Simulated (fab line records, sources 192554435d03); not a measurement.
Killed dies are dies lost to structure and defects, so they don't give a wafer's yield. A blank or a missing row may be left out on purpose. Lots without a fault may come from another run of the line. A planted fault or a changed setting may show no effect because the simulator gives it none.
fab line records | flow n5_finfet
record lots=4 wafers=11 last_day=15
route steps=1938 shown PMOS_HMC_CHANNEL_EPI@87 FIN_SAQP@90 BEOL_M4@1111 PASSIVATION@1936
lots that met no fault: from a run of the same line without faults
start_h: hours from the record's first day to the start of the lot's first wafer shown | wait_h: hours since the lot's step before | " the same as in the row above | L1.1+2: a row that stands for several wafers | - no value, or no start given | * or withheld: withheld | < > ~ a bound
route shown NAME@n: a module of which the file shows steps, and the number in the route of the first | usual: mean/standard deviation of fault-free wafers | same: alike in all rows | chamber/n: place in a boat | sites: the reading at each site | _std_site: their standard deviation | _edge_site: outer sites' mean less inner sites' | radius_mm: how far each site lies from the wafer's centre | mask NAME#n: copy n | behind: the tool/chamber that last shaped the wafer | hold: why the lot was held/for how many hours/how that ended | device: the transistor (n, p or np) that didn't switch | end of line: the same wafers' tests at the end of the route | a step without rows: its recipe alone | killed: dies lost to structure and defects at the first sort, not the wafer's yield | map: a wafer's dies, x killed, . not, _ none there
set.NAME: the setting as run; set.NAME@STEP: as run at that earlier step | model.NAME: the simulator's own value behind a step, which no gauge read
lots at some steps of the route; a table a step, a row a wafer
services: from which hour (start_h, from the record's first day; less than 0 if before it) a tool's chamber was out of use, for how many hours, and why
## steps
# step N5_PMOS_HMC_CHANNEL_EPI_EPI_26
# recipe material=Si target_thk_a=38 temp_c=650 precursor=SiH4/H2 pressure_torr=20 time_s=22.7
# step N5_FIN_SAQP_PRECLEAN_42
# recipe chemistry=O3/DIW time_s=60 temp_c=22 o3_ppm=10
# step N5_FIN_SAQP_PRECLEAN_00
# recipe chemistry=SC1 time_s=60 temp_c=55 mix=1:2:50
# step N5_FIN_SAQP_PRECLEAN_44
# recipe chemistry=SC2 time_s=45 temp_c=35 mix=1:1:50
# step N5_FIN_SAQP_SRD_01
# recipe dry=ipa_marangoni time_s=30 temp_c=23 rinse_liquid=diw
# step N5_FIN_SAQP_ALD_61
# recipe material=SiO2 target_thk_a=40 temp_c=300 ald_precursor_family=BDEAS ald_co_reactant=O2-plasma pulse_time_s=1 purge_time_s=2 co_reactant_purge_time_s=2 ald_cycles=43 pressure_torr=2
# step N5_FIN_SAQP_DENSIFY_62
# recipe temp_c=700 time_s=60 ambient=N2 idle_temp_c=600 ramp_up_c_per_s=150 ramp_down_c_per_s=60 cool_to_c=600
# step N5_FIN_SAQP_HM_DEP_03
# recipe material=SiNx target_thk_a=380 temp_c=400 precursor=SiH4/NH3/N2 pressure_torr=1.5 rf_w=300 time_s=33.6
# step N5_FIN_SAQP_PECVD_47
# recipe material=a-Si target_thk_a=450 temp_c=400 precursor=SiH4/He pressure_torr=3 rf_w=100 time_s=36.3
# step N5_FIN_SAQP_PECVD_48
# recipe material=SiNx target_thk_a=250 temp_c=400 precursor=SiH4/NH3/N2 pressure_torr=1.5 rf_w=300 time_s=22.1
# usual chamber_pressure_Torr=1.500/0.0032 heater_power_outer_w=461/56 heater_power_w=759/70 showerhead_plenum_p_Torr=5.13/0.062 showerhead_vpp_V=1082/39 throttle_valve_pct=39.5/1.6
# columns lot.wafer tool chamber start_h wait_h chamber_pressure_Torr heater_power_outer_w heater_power_w showerhead_plenum_p_Torr showerhead_vpp_V throttle_valve_pct
L536.4 pecvd-03 1 38.88 0.0 1.495 491 786 5.09 1068 38.6
L536.5 " 0 " " 1.500 476 778 5.08 1105 39.7
L540.2 pecvd-03 1 64.39 0.0 - - - - - -
L540.3 " 2 " " - - - - - -
L540.4 " 1 " " - - - - - -
L541.2 pecvd-03 1 68.74 0.0 - - - - - -
L541.4 " 0 " " - - - - - -
L541.6 " 1 " " - - - - - -
L550.3 pecvd-02 0 123.38 0.0 1.500 442 716 5.15 1154 43.9
L550.4 " 2 " " 1.500 438 753 5.16 1109 38.6
L550.5 " 1 " " 1.494 463 762 5.20 1063 40.4
# step N5_FIN_SAQP_PECVD_06
# recipe material=a-Si target_thk_a=600 temp_c=400 precursor=SiH4/He pressure_torr=3 rf_w=100 time_s=48.1
# step N5_FIN_SAQP_HM_DEP_72
# recipe material=SiO2 target_thk_a=120 temp_c=400 precursor=SiH4/N2O pressure_torr=0.75 rf_w=275 time_s=7.2
# step N5_FIN_SAQP_COAT_49
# recipe resist=SOC temp_c=250 time_s=60 spin_rpm=1500 resist_thk_nm=100
# step N5_FIN_SAQP_COAT_50
# recipe resist=SiARC temp_c=220 time_s=60 spin_rpm=1500 resist_thk_nm=35
# step N5_FIN_SAQP_COAT_10
# recipe resist=CAR-ArF spin_rpm=1500 resist_thk_nm=90
# step N5_FIN_SAQP_EBR_12
# recipe solvent=PGMEA ebr_width_mm=1.5
# step N5_FIN_SAQP_SOFTBAKE_11
# recipe temp_c=110 time_s=60 resist=CAR-ArF
# step N5_FIN_SAQP_EXPOSE_13
# recipe mask_id=FIN_CORE na=1.35 source_shape=dipole sigma_inner=0.538 sigma_outer=0.738 polarization=te target_cd_nm=35.6 dose_mj=63.25
# step N5_FIN_SAQP_PEB_14
# recipe peb_temp_c=withheld peb_time_s=60 resist=CAR-ArF
# step N5_FIN_SAQP_DEVELOP_15
# recipe develop_time_s=30 developer=TMAH resist=CAR-ArF dev_temp_c=23 rinse_liquid=diw dry=air_spin
# step N5_FIN_SAQP_DESCUM_21
# recipe chemistry=O2 time_s=7.9 source_power_w=50 bias_power_w=20 pressure_mtorr=20 rf_frequency_hz=2.712e+07 temp_c=40 resist=CAR-ArF o2_flow_sccm=225
# step N5_FIN_SAQP_ETCH_51
# recipe chemistry=CF4 target=SiARC target_depth_a=455 mask_material=CAR-ArF time_s=75.8 ion_energy_ev=80 pressure_mtorr=40 source_w=545 bias_w=36 Ar_flow_sccm=100 cf4_flow_sccm=100 ends=cleared
# step N5_FIN_SAQP_ETCH_52
# recipe chemistry=N2/H2 target=SOC target_depth_a=1000 overetch_a=200 mask_material=SiARC temp_c=40 time_s=150 ion_energy_ev=200 pressure_mtorr=30 source_w=840 bias_w=150 n2_flow_sccm=200 h2_flow_sccm=200 ends=end_point
# step N5_FIN_SAQP_STRIP_53
# recipe chemistry=N2/H2 temp_c=40 n2_flow_sccm=200 h2_flow_sccm=200 rf_frequency_hz=6e+07
# step N5_FIN_SAQP_HM_OPEN_73
# recipe chemistry=CHF3/O2 target=SiO2 stop_on=a-Si target_depth_a=120 over_etch_frac=1.8 mask_material=SOC time_s=16.8 pressure_mtorr=30 source_w=650 bias_w=170 Ar_flow_sccm=200 CHF3_flow_sccm=50 O2_flow_sccm=5 ion_energy_ev=200 ends=end_point
# step N5_FIN_SAQP_STRIP_74
# recipe chemistry=CHF3/O2 resist=SiARC rf_frequency_hz=6e+07
# step N5_FIN_SAQP_MANDREL_ETCH_22
# recipe target_depth_a=600 chemistry=HBr/Cl2 target=a-Si stop_on=SiNx bt_time_s=10 over_etch_frac=0.5 time_s=30 pressure_mtorr=10 icp_w=800 bias_w=75 HBr_flow_sccm=150 Cl2_flow_sccm=80 ends=end_point
# usual drypump_motor_current_A=5.8/0.48 he_backside_leak_sccm=2.8/0.31 oes_product_au=0.770/0.014 throttle_valve_pct=35.3/0.32
# columns lot.wafer tool chamber start_h wait_h drypump_motor_current_A he_backside_leak_sccm oes_product_au rf_hours_counter_h throttle_valve_pct model.SiNx_of_FIN_SAQP_HM_DEP_03.thk_nm
L536.4 rie_si-05 2 40.09 0.0 6.6 2.9 0.771 76 35.0 38.59
L536.5 " 0 " " 5.4 2.7 0.768 - 35.9 37.6
L540.2 rie_si-04 0 65.42 0.0 6.2 3.0 0.743 52 35.3 37.2
L540.3 " 3 " " 5.9 2.6 0.793 3 35.6 36.83
L540.4 " 3 " " 5.9 2.4 0.799 - 35.5 37.57
L541.2 rie_si-05 3 69.75 0.0 5.2 3.3 0.762 132 35.8 37.95
L541.4 " 1 " " 5.8 2.4 0.767 38 34.8 38.91
L541.6 " 2 " " 6.6 3.0 0.763 - 35.0 37.9
L550.3 rie_si-04 1 124.46 0.0 5.2 2.6 0.775 43 35.2 37.61
L550.4 " 1 " " 5.2 2.6 0.784 - 35.2 38.05
L550.5 " 0 " " 6.2 3.0 0.758 - 35.3 38.27
# step N5_FIN_SAQP_STRIP_55
# recipe chemistry=N2/H2 power_w=500 temp_c=40 pressure_mtorr=50 rf_frequency_hz=6e+07 overash_fraction=0.3 bias_power_w=28 h2_frac=0.5 n2_flow_sccm=300 h2_flow_sccm=300
# step N5_FIN_SAQP_STRIP_23
# recipe chemistry=SPM time_s=750 temp_c=130 h2so4_h2o2_vol_ratio=4
# step N5_FIN_SAQP_SRD_66
# recipe dry=ipa_marangoni time_s=30 temp_c=23 rinse_liquid=diw
# step N5_FIN_SAQP_RECESS_75
# recipe chemistry=HF/NH3 target=SiO2 target_depth_a=144 afs_cycles=3 temp_c=30 sublimation_temp_c=180 sublimation_time_s=60
# step N5_FIN_SAQP_SPACER1_ALD_24
# recipe material=SiO2 target_thk_a=203 temp_c=300 ald_precursor_family=BDEAS ald_co_reactant=O2-plasma pulse_time_s=1 purge_time_s=2 co_reactant_purge_time_s=2 ald_cycles=218 pressure_torr=2
# step N5_FIN_SAQP_SPACER1_ETCHBACK_25
# recipe chemistry=CHF3/O2 mode=anisotropic_etchback target=SiO2 target_depth_a=244 time_s=12.2 pressure_mtorr=30 source_w=650 bias_w=170 Ar_flow_sccm=200 CHF3_flow_sccm=50 O2_flow_sccm=5 ion_energy_ev=200
# step N5_FIN_SAQP_MANDREL1_REMOVE_56
# recipe chemistry=HBr/Cl2/O2 bt_time_s=10 target=a-Si stop_on=SiNx endpoint=OES-SiCl over_etch_frac=1 icp_w=600 bias_w=22 HBr_flow_sccm=150 Cl2_flow_sccm=80 O2_flow_sccm=5 pressure_mtorr=10
# step N5_FIN_SAQP_ETCH_57
# recipe chemistry=CH3F/O2 target=SiNx mask_material=SiO2 target_depth_a=325 time_s=46.4 pressure_mtorr=30 source_w=395 bias_w=73 Ar_flow_sccm=150 CH3F_flow_sccm=30 O2_flow_sccm=20 ion_energy_ev=120 ends=cleared
# usual drypump_motor_current_A=5.6/0.48 etch_rf_on_time_s=46.6/1.4 oes_product_au=0.64/0.054 rf_vpp_V=298/13 showerhead_plenum_p_Torr=2.03/0.064 throttle_valve_pct=16.41/0.23
# columns lot.wafer tool chamber start_h wait_h drypump_motor_current_A etch_rf_on_time_s oes_product_au rf_hours_counter_h rf_vpp_V showerhead_plenum_p_Torr throttle_valve_pct model.etch.depth_nm
L536.4 rie_diel-06 2 43.50 0.0 6.1 45.5 0.68 129 298 2.09 15.90 25.42
L536.5 " 1 " " 6.2 47.1 0.63 - 308 2.00 16.36 24.88
L540.2 rie_diel-05 0 67.42 0.1 6.1 6.0 0.30 152 305 2.08 16.08 0
L540.3 " 2 " " 6.4 6.0 0.33 56 273 2.13 16.20 0
L540.4 " 3 " " 5.6 6.0 0.26 226 275 1.88 16.34 0
L541.2 rie_diel-04 2 71.85 0.1 4.8 6.0 0.27 198 306 2.06 16.59 0
L541.4 " 2 " " 4.8 6.0 0.27 - 306 2.06 16.58 0
L541.6 " 1 " " 5.1 6.0 0.28 - 290 2.07 16.64 0
L550.3 rie_diel-05 0 126.50 0.0 6.1 45.1 0.66 174 304 2.07 16.15 24.69
L550.4 " 2 " " 6.3 45.4 0.72 80 276 2.13 16.30 24.93
L550.5 " 2 " " 6.3 45.5 0.71 - 276 2.13 16.30 24.93
# step N5_FIN_SAQP_CD_MEAS_31
# recipe target_cd_nm=8 landing_energy_ev=1000 detector=se_inlens polarity=line
# usual cd_nm=8.18/0.24
# columns lot.wafer tool chamber start_h wait_h cd_nm
L536.4 cd_sem-03 0 45.30 0.1 8.03
L536.5 " 0 " " 8.37
L540.2 cd_sem-03 0 68.94 0.1 -
L540.3 " 0 " " -
L540.4 " 0 " " -
L541.2 cd_sem-03 0 74.29 0.1 -
L541.4 " 0 " " -
L541.6 " 0 " " -
L550.3 cd_sem-02 0 128.09 0.1 8.47
L550.4 " 0 " " 8.15
L550.5 " 0 " " 8.17
# step N5_BEOL_M4_RC_MEAS_101
# usual DIBL_N=37.5/2 DIBL_P=37.5/2.5 IOFF_N=0.18/0.042 IOFF_P=0.24/0.046 ION_N=677/15 ION_P=464/9.5 SS_N=72.0/0.76 SS_P=73.6/0.79 VT_N=249/3.5 VT_P=-249/3.2
# columns lot.wafer tool chamber start_h wait_h DIBL_N[mV/V] DIBL_P[mV/V] IOFF_N[nA/um] IOFF_P[nA/um] ION_N[uA/um] ION_P[uA/um] SS_N[mV/dec] SS_P[mV/dec] VT_N[mV] VT_P[mV]
L536.4 prober-01 0 181.62 0.5 36.7 37.3 0.16 0.19 664 450 72.0 73.3 253 -253
L536.5 " 0 " " 36.8 36.0 0.19 0.18 656 448 73.0 73.4 250 -256
L550.3 prober-01 0 267.09 0.3 38.3 39.4 0.21 0.27 678 468 71.9 74.3 247 -248
L550.4 " 0 " " 35.8 36.5 0.16 0.22 679 473 71.4 73.4 251 -251
L550.5 " 0 " " 32.1 31.8 0.11 0.16 666 470 70.4 72.3 254 -256
# step N5_PASSIVATION_PROBE_49
# usual defect_limited_yield=91.8/1.5 killed_at_M0_to_M3=33/11 killed_at_M4_up=13/5 killed_at_contacts=11/5.6 killed_at_front_end=36/12 killed_at_other=3.4/2.5 killed_dies=97/18 killed_on_rim=12/4.2 killed_open=64/13 killed_short=31/6.9 sort_bin_5_function=4.8/1 sort_bin_6_memory=3.1/0.64 sort_n_pass=1083/18 sort_yield_pct=91.8/1.5
# same gross_dies=1180 killed_at_back_side=0 sort_bin_4_leakage[%]=0 sort_bin_8_speed[%]=0
# columns lot.wafer tool chamber start_h wait_h defect_limited_yield[%] killed_at_M0_to_M3 killed_at_M4_up killed_at_contacts killed_at_front_end killed_at_other killed_dies killed_on_rim killed_open killed_short sort_bin_5_function[%] sort_bin_6_memory[%] sort_n_pass sort_yield_pct[%]
L536.4 prober-01 - 286.25 0.2 89.1 60 22 13 31 3 129 23 100 29 6.7 4.0 1051 89.1
L536.5 prober-01 - 286.30 0.2 93.2 18 14 16 28 4 80 5 55 25 4.2 2.1 1100 93.2
L540.2 prober-02 - 311.88 0.1 0 5 3 2 1170 0 1180 152 9 5 73.8 2.8 0 0
L540.3 prober-02 - 311.93 0.1 0 5 0 0 1175 0 1180 152 4 5 73.1 2.6 0 0
L540.4 prober-02 - 311.98 0.2 0 10 1 3 1164 2 1180 152 15 5 74.8 3.3 0 0
L550.3 prober-02 - 370.18 0.1 89.7 49 17 10 42 3 121 12 83 36 6.6 3.3 1059 89.7
L550.4 prober-02 - 370.23 0.2 92.3 31 15 15 30 0 91 14 61 30 4.2 3.3 1089 92.3
L550.5 prober-02 - 370.28 0.2 90.6 39 19 21 26 6 111 15 65 42 5.6 3.1 1069 90.6
# killed by level:class
L536.4 BEOL_M0_SAQP:geometric_particle:open=20 BEOL_M4:geometric_particle:open=16 BEOL_M3:geometric_particle:open=14 FIN_SAQP:geometric_particle:open=13 BEOL_M0_SAQP:geometric_particle:short=12 MOL_CONTACT_COAG:geometric_particle:open=8 STI_FIN_REVEAL:geometric_particle:open=7 MOL_CONTACT_COAG:geometric_particle:short=5
L536.5 MOL_CONTACT_COAG:geometric_particle:open=11 FIN_SAQP:geometric_particle:open=8 BEOL_M3:geometric_particle:open=8 BEOL_M4:geometric_particle:open=8 MOL_CONTACT_COAG:geometric_particle:short=5 STARTING-WAFER:geometric_particle:short=5 GATE_CUT:geometric_particle:short=4 STI_FIN_REVEAL:geometric_particle:open=3
L540.2 FIN_SAQP:lost_pattern=1162 FIN_SAQP:area_pecvd=4 GATE_CUT:geometric_particle:open=2 MOL_CONTACT_COAG:geometric_particle:short=2 BEOL_M4:geometric_particle:open=2 STI_FIN_REVEAL:geometric_particle:open=1 BEOL_M0_SAQP:geometric_particle:open=1 BEOL_M0:geometric_particle:short=1
L540.3 FIN_SAQP:lost_pattern=1169 BEOL_M0_SAQP:geometric_particle:short=3 GATE_CUT:geometric_particle:open=2 FIN_SAQP:area_pecvd=2 STI_FIN_REVEAL:geometric_particle:short=1 DUMMY_GATE:geometric_particle:short=1 BEOL_M0_SAQP:geometric_particle:open=1 BEOL_M1:geometric_particle:open=1
L540.4 FIN_SAQP:lost_pattern=1148 FIN_SAQP:area_pecvd=11 MOL_CONTACT_COAG:geometric_particle:open=3 BEOL_M0_SAQP:geometric_particle:short=3 BEOL_M1:geometric_particle:open=3 FIN_SAQP:geometric_particle:open=2 STI_FIN_REVEAL:geometric_particle:open=2 BEOL_M1:geometric_particle:short=2
L550.3 BEOL_M3:geometric_particle:open=12 BEOL_M2:geometric_particle:open=10 MOL_CONTACT_COAG:geometric_particle:open=10 FIN_SAQP:geometric_particle:open=7 STI_FIN_REVEAL:geometric_particle:open=7 GATE_CUT:geometric_particle:short=7 BEOL_M1:geometric_particle:open=7 BEOL_M0_SAQP:geometric_particle:open=6
L550.4 MOL_CONTACT_COAG:geometric_particle:open=10 FIN_SAQP:geometric_particle:open=6 BEOL_M0_SAQP:geometric_particle:open=6 BEOL_M0_SAQP:geometric_particle:short=6 GATE_CUT:geometric_particle:short=5 MOL_CONTACT_COAG:geometric_particle:short=5 BEOL_M3:geometric_particle:open=5 BEOL_M0:geometric_particle:open=5
L550.5 MOL_CONTACT_COAG:geometric_particle:open=15 BEOL_M0_SAQP:geometric_particle:short=9 BEOL_M0_SAQP:geometric_particle:open=7 FIN_SAQP:geometric_particle:short=6 STI_FIN_REVEAL:geometric_particle:open=6 BEOL_M2:geometric_particle:open=6 BEOL_M1:geometric_particle:open=5 MOL_CONTACT_COAG:geometric_particle:short=5
# map L540.2 (x killed, . not)
_________________xxxxxxxxxxxx________________
______________xxxxxxxxxxxxxxxxxx_____________
___________xxxxxxxxxxxxxxxxxxxxxxxx__________
__________xxxxxxxxxxxxxxxxxxxxxxxxxx_________
________xxxxxxxxxxxxxxxxxxxxxxxxxxxxxx_______
_______xxxxxxxxxxxxxxxxxxxxxxxxxxxxxxxx______
______xxxxxxxxxxxxxxxxxxxxxxxxxxxxxxxxxx_____
_____xxxxxxxxxxxxxxxxxxxxxxxxxxxxxxxxxxxx____
____xxxxxxxxxxxxxxxxxxxxxxxxxxxxxxxxxxxxxx___
___xxxxxxxxxxxxxxxxxxxxxxxxxxxxxxxxxxxxxxxx__
___xxxxxxxxxxxxxxxxxxxxxxxxxxxxxxxxxxxxxxxx__
__xxxxxxxxxxxxxxxxxxxxxxxxxxxxxxxxxxxxxxxxxx_
__xxxxxxxxxxxxxxxxxxxxxxxxxxxxxxxxxxxxxxxxxx_
_xxxxxxxxxxxxxxxxxxxxxxxxxxxxxxxxxxxxxxxxxxxx
_xxxxxxxxxxxxxxxxxxxxxxxxxxxxxxxxxxxxxxxxxxxx
_xxxxxxxxxxxxxxxxxxxxxxxxxxxxxxxxxxxxxxxxxxxx
_xxxxxxxxxxxxxxxxxxxxxxxxxxxxxxxxxxxxxxxxxxxx
_xxxxxxxxxxxxxxxxxxxxxxxxxxxxxxxxxxxxxxxxxxxx
_xxxxxxxxxxxxxxxxxxxxxxxxxxxxxxxxxxxxxxxxxxxx
_xxxxxxxxxxxxxxxxxxxxxxxxxxxxxxxxxxxxxxxxxxxx
_xxxxxxxxxxxxxxxxxxxxxxxxxxxxxxxxxxxxxxxxxxxx
__xxxxxxxxxxxxxxxxxxxxxxxxxxxxxxxxxxxxxxxxxx_
__xxxxxxxxxxxxxxxxxxxxxxxxxxxxxxxxxxxxxxxxxx_
___xxxxxxxxxxxxxxxxxxxxxxxxxxxxxxxxxxxxxxxx__
___xxxxxxxxxxxxxxxxxxxxxxxxxxxxxxxxxxxxxxxx__
____xxxxxxxxxxxxxxxxxxxxxxxxxxxxxxxxxxxxxx___
_____xxxxxxxxxxxxxxxxxxxxxxxxxxxxxxxxxxxx____
______xxxxxxxxxxxxxxxxxxxxxxxxxxxxxxxxxx_____
_______xxxxxxxxxxxxxxxxxxxxxxxxxxxxxxxx______
________xxxxxxxxxxxxxxxxxxxxxxxxxxxxxx_______
__________xxxxxxxxxxxxxxxxxxxxxxxxxx_________
___________xxxxxxxxxxxxxxxxxxxxxxxx__________
______________xxxxxxxxxxxxxxxxxx_____________
_________________xxxxxxxxxxxx________________
# map L536.4 (x killed, . not)
_________________............________________
______________.................._____________
___________.....x...........x....x.__________
__________x......xx...x......x......_________
________..........x.........xx......xx_______
_______x.................xx.......x....______
______...x.xx......x................x.x._____
_____....................................____
____x.x..x...........x....xxxx...x........___
___....x.......x......xx...................__
___..xx..........x....x.......x.x.x.x.....x__
__.....x..............x..x.x........x......._
__...x...............................x......_
_........x.......x......................x..x.
_.........x.........xx...xxx..x..............
_.............x.x....x.......................
_x.x.........x..x........x.......xx..........
_...............x....x.........x............x
_.....x.....................x...........x....
_...............x............x...x...........
_..................x.....................x...
__.....x...x................................_
__.x......x.x..............x..........x..x.._
___......x..........x.....................x__
___......xx.....x......................x...__
____....x........................x........___
_____............x...............x.x...xx____
______............x.........x......x...._____
_______....x....x............x........x______
________..x...x.....................xx_______
__________...xx.................x..._________
___________........xx............x.__________
______________.x...x......x....._____________
_________________x..x........________________
## services
# columns tool chamber start_h hours kind
rie_diel-05 - 32.25 0.4 repair
pecvd-03 0 54.79 2.1 scheduled_down
pecvd-02 0 55.32 5.5 scheduled_down
rie_diel-04 0 55.45 12.6 repair
rie_si-04 2 61.31 - clean
rie_si-04 2 61.31 16.7 scheduled_down
rie_si-04 2 61.31 16.7 vent_cycle
pecvd-02 1 70.80 2.1 scheduled_down
rie_si-05 3 73.03 3.9 repair
rie_diel-06 1 80.31 8.1 repair
rie_si-05 1 80.74 5.6 repair
rie_diel-06 0 81.71 7.0 repair
rie_diel-06 3 86.99 2.4 repair
rie_diel-06 2 88.53 27.7 repair
rie_diel-04 0 110.81 - clean
rie_diel-04 0 110.81 - consumable_replace:focus_ring
rie_diel-04 0 110.81 37.8 scheduled_down
rie_diel-04 0 110.81 37.8 vent_cycle
rie_si-05 2 112.34 13.8 repair
pecvd-03 - 122.85 0.5 repair
rie_si-04 2 124.03 6.9 repair
## key
first_sign step=N5_FIN_SAQP_PECVD_48 reading=tool_record direction=missing
effect step=N5_FIN_SAQP_ETCH_57 reading=etch_rf_on_time_s direction=down sigmas=28 usual=* struck=*
effect step=N5_FIN_SAQP_CD_MEAS_31 reading=cd_nm direction=missing
effect step=N5_PASSIVATION_PROBE_49 reading=killed_at_front_end direction=up sigmas=94 usual=36 struck=1170
model_effect step=N5_FIN_SAQP_MANDREL_ETCH_22 value=SiNx_of_FIN_SAQP_HM_DEP_03.thk_nm without=37.43 struck=37.2
model_effect step=N5_FIN_SAQP_ETCH_57 value=etch.depth_nm without=25.41 struck=0
met_at N5_FIN_SAQP_PECVD_48
struck_wafers L540.2,L540.3,L540.4,L541.2,L541.4,L541.6
rows_end L541.2,L541.4,L541.6
later_rows_left_out L540.2,L540.3,L540.4
onset_between 38.88 64.39
fault kind=skipped_step_whole tool=pecvd-03 chamber=- onset_h=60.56 steps=N5_FIN_SAQP_PECVD_48 scope=struck_lots_only
# later_rows_left_out: the simulator's readings of these wafers behind a module that went badly wrong aren't trusted and aren't shown, but for the sort
# rows_end: these wafers met a further fault down the route, and their rows from its step on are left out
